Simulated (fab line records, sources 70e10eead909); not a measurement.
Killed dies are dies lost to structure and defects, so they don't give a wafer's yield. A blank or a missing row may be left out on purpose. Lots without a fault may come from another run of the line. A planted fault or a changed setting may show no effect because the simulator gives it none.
Which tool did it? | flow nand_harc | 24 lots, 72 wafers sampled, at 6 steps of a route of 1159

WHAT THE GAUGES READ, wafer by wafer
NHARC_A_CONTACT_CD_MEAS_80. Usual: cd_nm 189.8 nm, standard deviation 0.69.
lot  | measured     | on        | cd_nm (nm)        | flag
L074 | day 16 09:52 | cd_sem-01 | 190.8 190.2 191.1 |
L075 | day 16 21:46 | cd_sem-02 | 190.0 189.6 189.6 |
L077 | day 17 03:59 | cd_sem-02 | 188.3 187.9 187.8 |
L076 | day 17 03:38 | cd_sem-01 | 190.3 190.2 190.5 |
L078 | day 17 09:13 | cd_sem-02 | 190.3 190.4 190.0 |
L079 | day 17 21:06 | cd_sem-01 | 189.9 190.1 190.2 |
L080 | day 18 00:56 | cd_sem-02 | 190.6 189.9 190.1 |
L081 | day 18 06:52 | cd_sem-03 | 188.7 188.9 189.4 |
L082 | day 19 06:31 | cd_sem-02 | 190.2 190.4 190.1 |
L083 | day 19 06:58 | cd_sem-02 | 190.5 189.9 189.7 |
L087 | day 19 14:50 | cd_sem-01 | 190.1 189.8 189.5 |
L084 | day 19 17:34 | cd_sem-03 | 191.0 190.9 190.5 |
L086 | day 19 21:19 | cd_sem-02 | 189.9 189.9 190.3 |
L085 | day 19 21:43 | cd_sem-02 | 189.5 190.4 190.2 |
L088 | day 20 00:43 | cd_sem-02 | 189.2 189.4 189.4 |
L090 | day 20 10:13 | cd_sem-03 | 189.4 188.9 188.8 |
L089 | day 20 11:58 | cd_sem-02 | 190.5 190.5 190.9 |
L093 | day 21 11:08 | cd_sem-03 | 189.4 189.4 189.3 |
L092 | day 21 15:40 | cd_sem-02 | 189.5 189.4 189.6 |
L094 | day 21 19:42 | cd_sem-01 | 190.2 190.1 190.4 |
L096 | day 22 06:29 | cd_sem-03 | 190.2 189.5 189.7 |
L091 | day 22 05:58 | cd_sem-02 | 190.3 190.0 190.0 |
L097 | day 22 09:56 | cd_sem-01 | 189.3 189.1 189.6 |
L095 | day 22 16:38 | cd_sem-02 | 188.8 188.1 189.0 |

WHICH TOOL RAN EACH LOT (tool, then ch and the chambers of the sampled wafers, then the start)
lot  | NHARC_A_CONTACT_DEP_29          | NHARC_A_CONTACT_ETCH_112             | NHARC_A_CONTACT_STRIP_55                      | NHARC_A_CONTACT_ETCH_75            | NHARC_A_CONTACT_ETCH_127
L074 | pecvd-04 ch 0,1,2, day 15 18:25 | har_cap_etch-01 ch 0,1, day 15 20:52 | rie_diel-05 ch 0,2,3, day 16 06:34 or earlier | rie_diel-08 ch 0,1,2, day 16 06:34 | har_cap_etch-02 ch 0,1, day 16 08:07
L075 | pecvd-01 ch 0,2, day 16 07:09   | har_cap_etch-01 ch 0,1, day 16 09:29 | rie_diel-05 ch 0,1,3, day 16 18:16 or earlier | rie_diel-05 ch 0,2,3, day 16 18:16 | har_cap_etch-01 ch 0,1, day 16 20:08
L077 | pecvd-01 ch 0,2, day 16 12:09   | har_cap_etch-01 ch 0,1, day 16 15:23 | rie_diel-11 ch 0,1,3, day 17 00:50 or earlier | rie_diel-11 ch 1,2, day 17 00:50   | har_cap_etch-03 ch 0,1, day 17 02:21
L076 | pecvd-01 ch 0,2, day 16 12:46   | har_cap_etch-03 ch 0,1, day 16 15:09 | rie_diel-05 ch 0,1,2, day 17 00:28 or earlier | rie_diel-05 ch 0,1, day 17 00:28   | har_cap_etch-01 ch 0,1, day 17 02:03
L078 | pecvd-02 ch 0,2, day 16 21:48   | har_cap_etch-02 ch 0,1, day 17 00:14 | rie_diel-05 ch 0,1,2, day 17 06:01 or earlier | rie_diel-05 ch 0,3, day 17 06:01   | har_cap_etch-01 ch 0,1, day 17 07:33
L079 | pecvd-01 ch 0,1,2, day 17 09:31 | har_cap_etch-02 ch 0,1, day 17 12:01 | rie_diel-05 ch 0,2,3, day 17 17:56 or earlier | rie_diel-08 ch 0,1,3, day 17 17:56 | har_cap_etch-02 ch 0,1, day 17 19:29
L080 | pecvd-01 ch 1,2, day 17 13:47   | har_cap_etch-03 ch 0,1, day 17 16:10 | rie_diel-05 ch 0,1,3, day 17 21:46 or earlier | rie_diel-05 ch 0,1,2, day 17 21:46 | har_cap_etch-03 ch 0,1, day 17 23:17
L081 | pecvd-01 ch 1,2, day 17 19:16   | har_cap_etch-01 ch 0,1, day 17 21:30 | rie_diel-05 ch 0,2,3, day 18 03:42 or earlier | rie_diel-08 ch 0,2,3, day 18 03:42 | har_cap_etch-01 ch 0,1, day 18 05:13
L082 | pecvd-02 ch 1,2, day 18 16:48   | har_cap_etch-03 ch 0,1, day 18 19:11 | rie_diel-05 ch 1,2,3, day 19 02:50 or earlier | rie_diel-05 ch 0,1, day 19 02:50   | har_cap_etch-02 ch 0,1, day 19 04:50
L083 | pecvd-02 ch 0,1,2, day 18 17:13 | har_cap_etch-01 ch 0,1, day 18 19:46 | rie_diel-05 ch 1,2,3, day 19 03:20 or earlier | rie_diel-05 ch 0,2, day 19 03:20   | har_cap_etch-01 ch 0,1, day 19 05:19
L087 | pecvd-02 ch 0,1, day 19 02:40   | har_cap_etch-03 ch 0,1, day 19 05:05 | rie_diel-05 ch 0,1,2, day 19 11:20 or earlier | rie_diel-08 ch 0,1,3, day 19 11:20 | har_cap_etch-03 ch 0,1, day 19 13:02
L084 | pecvd-04 ch 1,2, day 19 03:58   | har_cap_etch-02 ch 1, day 19 06:29   | rie_diel-05 ch 0,2,3, day 19 14:17 or earlier | rie_diel-05 ch 2,3, day 19 14:17   | har_cap_etch-01 ch 1, day 19 15:56
L086 | pecvd-02 ch 1,2, day 19 06:50   | har_cap_etch-03 ch 0,1, day 19 09:17 | rie_diel-05 ch 1,2,3, day 19 18:10 or earlier | rie_diel-11 ch 0,1,3, day 19 18:10 | har_cap_etch-03 ch 0,1, day 19 19:43
L085 | pecvd-04 ch 1,2, day 19 08:02   | har_cap_etch-01 ch 1, day 19 10:28   | rie_diel-08 ch 0,1,3, day 19 18:32 or earlier | rie_diel-05 ch 1,2,3, day 19 18:32 | har_cap_etch-02 ch 0,1, day 19 20:05
L088 | pecvd-02 ch 1,2, day 19 11:34   | har_cap_etch-02 ch 0,1, day 19 13:58 | rie_diel-05 ch 0,1,3, day 19 21:32 or earlier | rie_diel-05 ch 1,2,3, day 19 21:32 | har_cap_etch-03 ch 0,1, day 19 23:04
L090 | pecvd-04 ch 1,2, day 19 21:08   | har_cap_etch-02 ch 0,1, day 19 23:46 | rie_diel-08 ch 1,2,3, day 20 07:04 or earlier | rie_diel-05 ch 0,1,3, day 20 07:04 | har_cap_etch-03 ch 0,1, day 20 08:39
L089 | pecvd-02 ch 0,2, day 19 21:19   | har_cap_etch-01 ch 0,1, day 20 00:14 | rie_diel-05 ch 0,1,2, day 20 08:49 or earlier | rie_diel-08 ch 0,2,3, day 20 08:49 | har_cap_etch-02 ch 0,1, day 20 10:22
L093 | pecvd-01 ch 0,1, day 20 22:16   | har_cap_etch-02 ch 0,1, day 21 00:46 | rie_diel-05 ch 1,3, day 21 06:32 or earlier   | rie_diel-05 ch 0,3, day 21 06:32   | har_cap_etch-03 ch 0,1, day 21 08:06
L092 | pecvd-02 ch 0,1,2, day 21 03:37 | har_cap_etch-01 ch 0,1, day 21 06:21 | rie_diel-05 ch 1,2, day 21 11:57 or earlier   | rie_diel-05 ch 0,1,2, day 21 11:57 | har_cap_etch-01 ch 0,1, day 21 13:38
L094 | pecvd-01 ch 1,2, day 21 07:53   | har_cap_etch-02 ch 0,1, day 21 10:18 | rie_diel-08 ch 0,1,3, day 21 16:02 or earlier | rie_diel-05 ch 0,3, day 21 16:02   | har_cap_etch-02 ch 0,1, day 21 18:04
L096 | pecvd-04 ch 0,1, day 21 16:17   | har_cap_etch-01 ch 0,1, day 21 18:43 | rie_diel-11 ch 0,2,3, day 22 03:08 or earlier | rie_diel-05 ch 0,2, day 22 03:08   | har_cap_etch-03 ch 0,1, day 22 04:51
L091 | pecvd-01 ch 1,2, day 21 16:24   | har_cap_etch-03 ch 0,1, day 21 19:02 | rie_diel-11 ch 1,2, day 22 02:49 or earlier   | rie_diel-08 ch 0,2, day 22 02:49   | har_cap_etch-02 ch 0,1, day 22 04:23
L097 | pecvd-01 ch 0,2, day 21 20:07   | har_cap_etch-03 ch 0,1, day 21 22:52 | rie_diel-05 ch 0,1, day 22 06:46 or earlier   | rie_diel-11 ch 0,2,3, day 22 06:46 | har_cap_etch-02 ch 0,1, day 22 08:18
L095 | pecvd-04 ch 1,2, day 22 02:58   | har_cap_etch-01 ch 0,1, day 22 05:27 | rie_diel-05 ch 1,2, day 22 13:28 or earlier   | rie_diel-05 ch 0,1,2, day 22 13:28 | har_cap_etch-02 ch 0,1, day 22 15:02
- NHARC_A_CONTACT_DEP_29: deposits SiON, target thk 70 nm.
- NHARC_A_CONTACT_ETCH_112: etches the open film in C4F8/O2/Ar, time 94 s, target depth 922 nm.
- NHARC_A_CONTACT_STRIP_55: strips in O2.
- NHARC_A_CONTACT_ETCH_75: etches the open film in CF4, target depth 39 nm, time 65 s.
- NHARC_A_CONTACT_ETCH_127: etches the open film in C4F8/O2/Ar, time 155 s, target depth 956 nm.

WHAT THE TOOLS THEMSELVES READ (means of the sampled wafers that have a number; where no wafer has one, the mark that the record gives instead)
NHARC_A_CONTACT_DEP_29. Usual: heater_power_w 732 W, standard deviation 83; showerhead_vpp_V 1171 V, standard deviation 58; susceptor_temp_C 400.02 C, standard deviation 0.22.
lot  | tool     | heater_power_w (W) | showerhead_vpp_V (V) | susceptor_temp_C (C) | flag
L074 | pecvd-04 | 726                | 1172                 | 400.17               |
L075 | pecvd-01 | 738                | 1173                 | 400.03               |
L077 | pecvd-01 | 703                | 1213                 | 400.17               |
L076 | pecvd-01 | 668                | 1224                 | 400.10               |
L078 | pecvd-02 | 648                | 1125                 | 399.97               |
L079 | pecvd-01 | 775                | 1185                 | 399.94               |
L080 | pecvd-01 | 724                | 1229                 | 400.28               |
L081 | pecvd-01 | 710                | 1193                 | 400.21               |
L082 | pecvd-02 | 738                | 1118                 | 399.94               |
L083 | pecvd-02 | 737                | 1162                 | 399.91               |
L087 | pecvd-02 | 735                | 1193                 | 399.82               |
L084 | pecvd-04 | 673                | 1132                 | 399.83               |
L086 | pecvd-02 | 742                | 1135                 | 400.02               |
L085 | pecvd-04 | 630                | 1119                 | 399.96               |
L088 | pecvd-02 | 792                | 1143                 | 400.11               |
L090 | pecvd-04 | 729                | 1118                 | 400.08               |
L089 | pecvd-02 | 637                | 1136                 | 400.30               |
L093 | pecvd-01 | 767                | 1161                 | 400.15               |
L092 | pecvd-02 | 675                | 1160                 | 399.98               |
L094 | pecvd-01 | 814                | 1216                 | 399.94               |
L096 | pecvd-04 | 734                | 1198                 | 400.02               |
L091 | pecvd-01 | 743                | 1225                 | 399.96               |
L097 | pecvd-01 | 789                | 1182                 | 399.94               |
L095 | pecvd-04 | 672                | 1123                 | 400.08               |

NHARC_A_CONTACT_STRIP_55. Usual: drypump_motor_current_A 5.9 A, standard deviation 0.41; oes_product_au 1.004 a.u., standard deviation 0.0066; rf_vpp_V 57.9 V, standard deviation 0.8; showerhead_plenum_p_Torr 3.64 Torr, standard deviation 0.1; throttle_valve_pct 17.036 %, standard deviation 0.0095.
lot  | tool        | drypump_motor_current_A (A) | oes_product_au (a.u.) | rf_vpp_V (V) | showerhead_plenum_p_Torr (Torr) | throttle_valve_pct (%) | flag
L074 | rie_diel-05 | 6.1                         | 1.003                 | 59.0         | 3.67                            | 17.039                 |
L075 | rie_diel-05 | 5.8                         | 0.998                 | 58.4         | 3.70                            | 17.039                 |
L077 | rie_diel-11 | 6.2                         | 1.015                 | 57.7         | 3.51                            | 17.034                 |
L076 | rie_diel-05 | 6.0                         | 1.009                 | 57.6         | 3.67                            | 17.031                 |
L078 | rie_diel-05 | 5.9                         | 1.011                 | 58.2         | 3.67                            | 17.034                 |
L079 | rie_diel-05 | 6.1                         | 1.006                 | 58.3         | 3.67                            | 17.030                 |
L080 | rie_diel-05 | 5.8                         | 1.002                 | 57.8         | 3.69                            | 17.031                 |
L081 | rie_diel-05 | 6.2                         | 1.007                 | 58.3         | 3.67                            | 17.039                 |
L082 | rie_diel-05 | 5.8                         | 1.008                 | 58.1         | 3.68                            | 17.041                 |
L083 | rie_diel-05 | 5.8                         | 0.999                 | 57.6         | 3.68                            | 17.046                 |
L087 | rie_diel-05 | 5.9                         | 1.007                 | 57.7         | 3.66                            | 17.042                 |
L084 | rie_diel-05 | 6.2                         | 1.004                 | 57.5         | 3.66                            | 17.040                 |
L086 | rie_diel-05 | 5.8                         | 1.005                 | 57.5         | 3.67                            | 17.036                 |
L085 | rie_diel-08 | 5.8                         | 1.003                 | 57.3         | 3.43                            | 17.042                 |
L088 | rie_diel-05 | 5.8                         | 1.012                 | 57.6         | 3.69                            | 17.035                 |
L090 | rie_diel-08 | 5.5                         | 0.998                 | 57.0         | 3.47                            | 17.035                 |
L089 | rie_diel-05 | 5.9                         | 1.005                 | 58.2         | 3.66                            | 17.036                 |
L093 | rie_diel-05 | 5.5                         | 1.010                 | 57.3         | 3.69                            | 17.033                 |
L092 | rie_diel-05 | 5.9                         | 0.997                 | 58.5         | 3.64                            | 17.035                 |
L094 | rie_diel-08 | 5.8                         | 0.997                 | 57.4         | 3.60                            | 17.027                 |
L096 | rie_diel-11 | 6.1                         | 1.006                 | 57.5         | 3.44                            | 17.033                 |
L091 | rie_diel-11 | 6.0                         | 1.015                 | 58.7         | 3.56                            | 17.041                 |
L097 | rie_diel-05 | 5.6                         | 1.002                 | 58.0         | 3.68                            | 17.032                 |
L095 | rie_diel-05 | 5.6                         | 0.998                 | 57.1         | 3.67                            | 17.034                 |

NHARC_A_CONTACT_ETCH_75. Usual: drypump_motor_current_A 5.9 A, standard deviation 0.4; oes_product_au 1.003 a.u., standard deviation 0.0069; rf_vpp_V 151.9 V, standard deviation 1.1; showerhead_plenum_p_Torr 1.81 Torr, standard deviation 0.065; throttle_valve_pct 13.282 %, standard deviation 0.0079.
lot  | tool        | drypump_motor_current_A (A) | oes_product_au (a.u.) | rf_vpp_V (V) | showerhead_plenum_p_Torr (Torr) | throttle_valve_pct (%) | flag
L074 | rie_diel-08 | 5.7                         | 0.999                 | 152.2        | 1.79                            | 13.274                 |
L075 | rie_diel-05 | 6.1                         | 1.010                 | 152.4        | 1.84                            | 13.276                 |
L077 | rie_diel-11 | 5.9                         | 1.006                 | 151.8        | 1.77                            | 13.279                 |
L076 | rie_diel-05 | 5.6                         | 1.007                 | 152.2        | 1.85                            | 13.281                 |
L078 | rie_diel-05 | 6.2                         | 1.004                 | 151.7        | 1.85                            | 13.278                 |
L079 | rie_diel-08 | 5.7                         | 1.003                 | 150.8        | 1.72                            | 13.293                 |
L080 | rie_diel-05 | 5.9                         | 1.002                 | 152.6        | 1.84                            | 13.293                 |
L081 | rie_diel-08 | 5.7                         | 0.997                 | 152.8        | 1.80                            | 13.275                 |
L082 | rie_diel-05 | 5.6                         | 1.008                 | 152.1        | 1.85                            | 13.285                 |
L083 | rie_diel-05 | 6.2                         | 1.004                 | 151.0        | 1.83                            | 13.282                 |
L087 | rie_diel-08 | 5.7                         | 1.001                 | 150.2        | 1.72                            | 13.292                 |
L084 | rie_diel-05 | 6.0                         | 1.008                 | 151.9        | 1.85                            | 13.285                 |
L086 | rie_diel-11 | 6.2                         | 1.007                 | 150.9        | 1.75                            | 13.286                 |
L085 | rie_diel-05 | 5.8                         | 1.005                 | 153.2        | 1.84                            | 13.275                 |
L088 | rie_diel-05 | 5.8                         | 1.004                 | 152.6        | 1.84                            | 13.289                 |
L090 | rie_diel-05 | 5.8                         | 1.001                 | 151.9        | 1.85                            | 13.284                 |
L089 | rie_diel-08 | 5.6                         | 0.996                 | 151.5        | 1.79                            | 13.274                 |
L093 | rie_diel-05 | 6.2                         | 1.000                 | 152.0        | 1.84                            | 13.281                 |
L092 | rie_diel-05 | 5.9                         | 0.996                 | 152.3        | 1.83                            | 13.283                 |
L094 | rie_diel-05 | 6.2                         | 1.001                 | 152.1        | 1.84                            | 13.280                 |
L096 | rie_diel-05 | 6.3                         | 1.006                 | 151.8        | 1.82                            | 13.286                 |
L091 | rie_diel-08 | 5.6                         | 1.004                 | 152.1        | 1.85                            | 13.276                 |
L097 | rie_diel-11 | 6.1                         | 1.002                 | 150.6        | 1.72                            | 13.280                 |
L095 | rie_diel-05 | 5.9                         | 0.999                 | 151.9        | 1.83                            | 13.287                 |

THE ANSWER, worked out from the rows above alone
Rule: a lot is off if the mean of its wafers that have a number lies more than 3 standard deviations from the usual mean. A lot without any number at a reading at which 4 lots or more have one is off too. The other lots that the step has rows for count as sound. The gauges are gone through in route order, then the tools' own readings, and for those a lot's mean is taken as printed above. The first step at which some lot is off is used, and at that step the reading that is off furthest; a lot without a number counts as furthest.
No lot is off at any reading shown: from this, nothing can be told.

WHAT THE SIMULATOR HAD PUT IN
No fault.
